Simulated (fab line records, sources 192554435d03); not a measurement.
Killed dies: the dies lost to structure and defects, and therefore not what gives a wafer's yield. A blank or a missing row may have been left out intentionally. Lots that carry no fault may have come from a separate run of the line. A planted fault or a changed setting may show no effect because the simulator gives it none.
Matching of chambers -- flow n5Finfet -- N5_BEOL_M13_ETCH_59 on rieDiel-05: 4 sister chambers
The step etches BARC in N2/H2, target depth 89 nm, overetch 26.7 nm, time 67.9 s. 8 wafers are shown with their chamber, then 8 later ones without.

WAFERS, EACH WITH ITS CHAMBER
wafer,chamber,throttleValvePct (%),drypumpMotorCurrentA (A)
L076.2,1,17.60,5.9
L076.4,3,17.36,6.0
L076.5,3,17.36,5.9
L076.6,0,17.55,5.3
L082.1,0,17.56,5.3
L082.5,1,17.62,5.9
L082.6,2,17.75,5.7
L085.1,2,17.73,5.7

WAFERS WHOSE CHAMBER IS MISSING
wafer,throttleValvePct (%),drypumpMotorCurrentA (A)
L085.4,17.57,5.3
L085.5,17.62,6.0
L091.2,17.63,5.9
L091.4,17.37,5.9
L091.5,17.74,5.7
L092.2,17.76,5.7
L092.3,17.65,5.9
L092.4,17.75,5.6

THE CHAMBER EACH PASSED THROUGH
wafer,from the rows above,in truth
L085.4,0,0
L085.5,1,1
L091.2,1,1
L091.4,3,3
L091.5,2,2
L092.2,2,2
L092.3,1,1
L092.4,2,2
8 of 8 placed correctly. Can't be placed from these rows: 0. 0 placed wrongly.
How it was worked out, from the rows above alone: a wafer's distance from a chamber is the root of the sum, over the readings, of the square of ((its reading less the chamber's mean) divided by the reading's scatter). The wafer belongs to the nearest chamber; if the next one is less than 2 further off, it can't be placed. For every chamber, the mean is computed from those of its wafers that are shown. The scatter: the root of (the sum of the squares of (reading less its chamber's mean) over the shown wafers, divided by (wafers less chambers)).
